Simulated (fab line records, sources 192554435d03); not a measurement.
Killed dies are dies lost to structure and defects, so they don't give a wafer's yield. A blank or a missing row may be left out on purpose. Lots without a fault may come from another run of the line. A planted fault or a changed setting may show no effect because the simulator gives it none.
One fault seen from 2 desks | flow n5_finfet | each desk has only its own numbers; what lay behind them comes last

THE METROLOGY DESK
What the gauges read, lot by lot, whatever tool the lot ran on: means of the sampled wafers that have a number. A lot is out of limits, marked OUT, if its mean lies more than 4 standard deviations from the usual mean; the brackets give that distance.
Columns: A = M15_THK at N5_BEOL_M15_THK_MEAS_50, usual 843 nm; B = MIM_TOP_OVL at N5_MIM_TOP_LITHO_OVL_MEAS_11, usual 3 nm
lot  | first seen here | A   | B
L346 | day 11 13:13    | 848 | -0
L347 | day 11 14:18    | 846 | 4
L348 | day 12 01:28    | 856 | 0
L349 | day 12 03:37    | 835 | 4
L350 | day 12 18:40    | 857 | 4
L351 | day 12 19:00    | 829 | 4
L356 | day 13 22:02    | 874 | 0
L358 | day 14 11:02    | 848 | 3
L359 | day 14 16:35    | 849 | -1
L357 | day 14 17:43    | 839 | 3
L368 | day 17 01:23    | 844 | 6
This desk's finding: nothing out of limits on any of the 11 lots.

THE TOOL OWNER'S DESK: rie_metal-02
The tool's own readings at N5_MIM_TOP_ETCH_ETCH_00 (etches TiN in Cl2/BCl3, target depth 38.5 nm): means of the sampled wafers that have a number, for each lot that ran on this tool. A lot is out of limits, marked OUT, if its mean lies more than 4 standard deviations from the usual mean; the brackets give that distance.
Columns: A = drypump_motor_current_A at N5_MIM_TOP_ETCH_ETCH_00, usual 5.4 A; B = mfc_ar_sccm at N5_MIM_TOP_ETCH_ETCH_00, usual 24.98 sccm; C = mfc_cl2_sccm at N5_MIM_TOP_ETCH_ETCH_00, usual 53.26 sccm; D = oes_product_au at N5_MIM_TOP_ETCH_ETCH_00, usual 0.80 a.u.; E = throttle_valve_pct at N5_MIM_TOP_ETCH_ETCH_00, usual 22.81 %
lot  | first seen here | A   | B     | C                | D    | E
L349 | day 12 06:49    | 5.4 | 24.99 | 53.25            | 0.73 | 22.88
L356 | day 14 01:01    | 5.0 | 24.96 | 53.08            | 0.76 | 22.88
L358 | day 14 15:19    | 5.0 | 25.03 | 53.17            | 0.77 | 22.89
L359 | day 14 22:11    | 5.7 | 25.00 | 54.76 (+9.4) OUT | 0.94 | 22.78
L357 | day 14 22:25    | 5.7 | 25.02 | 54.88 (+10) OUT  | 0.92 | 22.77
This desk's finding: out of limits on L357, L359; first on L359, day 14 22:11 (mfc_cl2_sccm at N5_MIM_TOP_ETCH_ETCH_00). In limits: L349, L356, L358.

PUT TOGETHER
The tool owner's desk could have raised an alarm at day 14 22:11, on L357, L359.
The metrology desk saw nothing out of limits.
The metrology desk has L357, L359 on record, within its limits.
Of the lots named, all ran N5_MIM_TOP_ETCH_ETCH_00 on rie_metal-02.

WHAT THE SIMULATOR HAD PUT IN
Process parameter drift: rie_metal-02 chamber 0, from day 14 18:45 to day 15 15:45, at N5_MIM_TOP_ETCH_ETCH_00. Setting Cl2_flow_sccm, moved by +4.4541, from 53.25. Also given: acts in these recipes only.
Lots struck among those shown: L357, L359.
Hours from the fault's start to each desk's first reading out of limits: the tool owner's desk, 3.
